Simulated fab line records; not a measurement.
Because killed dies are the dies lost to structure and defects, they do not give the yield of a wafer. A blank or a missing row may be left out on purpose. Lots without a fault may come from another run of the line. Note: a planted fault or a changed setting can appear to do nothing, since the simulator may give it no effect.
Chamber matching + flow nand-harc + NHARC_THIN_TSV_ETCH_44 on rie-diel-13: 4 sister chambers
The step etches the open film in CF4/O2, target depth 1594.2 nm, time 797.1 s. 7 wafers are shown with their chamber, then 7 later ones without.

EACH WAFER AND ITS CHAMBER
| wafer  | chamber | rf-vpp-V (V) | rf-fwd-power-W (W) |
|--------|---------|--------------|--------------------|
| L771.1 | 0       | 796          | 299.0              |
| L771.3 | 3       | 794          | 301.8              |
| L775.3 | 1       | 791          | 299.8              |
| L775.4 | 2       | 800          | 299.7              |
| L775.6 | 2       | 801          | 298.0              |
| L777.1 | 0       | 795          | 299.4              |
| L777.2 | 1       | 792          | 300.1              |

WAFERS WHOSE CHAMBER IS MISSING
| wafer  | rf-vpp-V (V) | rf-fwd-power-W (W) |
|--------|--------------|--------------------|
| L777.3 | 801          | 299.7              |
| L784.2 | 796          | 299.8              |
| L784.3 | 797          | 299.0              |
| L784.5 | 795          | 298.7              |
| L789.3 | 800          | 298.2              |
| L789.4 | 795          | 300.0              |
| L789.6 | 796          | 299.4              |

WHICH CHAMBER EACH ONE RAN IN
| wafer  | from the rows above     | in truth                   |
|--------|-------------------------|----------------------------|
| L777.3 | 2                       | 2                          |
| L784.2 | 0                       | 0                          |
| L784.3 | 0                       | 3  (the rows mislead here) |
| L784.5 | 0                       | 0                          |
| L789.3 | 2                       | 2                          |
| L789.4 | can't be placed: 0 or 3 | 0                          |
| L789.6 | 0                       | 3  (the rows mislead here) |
Correctly placed: 4 of 7. Unplaceable from these rows: 1, with the true chamber sitting among the candidates in 1. Number placed wrongly: 2.
How it was worked out, from the rows above alone: a wafer's distance from a chamber is the root of the sum, over the readings, of the square of ((its reading less the chamber's mean) divided by the reading's scatter). If the next closest chamber is less than 2 further off than the closest, the wafer can't be placed; otherwise it belongs to the closest. For every chamber, the mean is computed from those of its wafers that are shown. How the scatter is found: for the shown wafers, subtract from each reading the mean of its chamber, square and add these, divide the total by (wafers less chambers), then take the root.
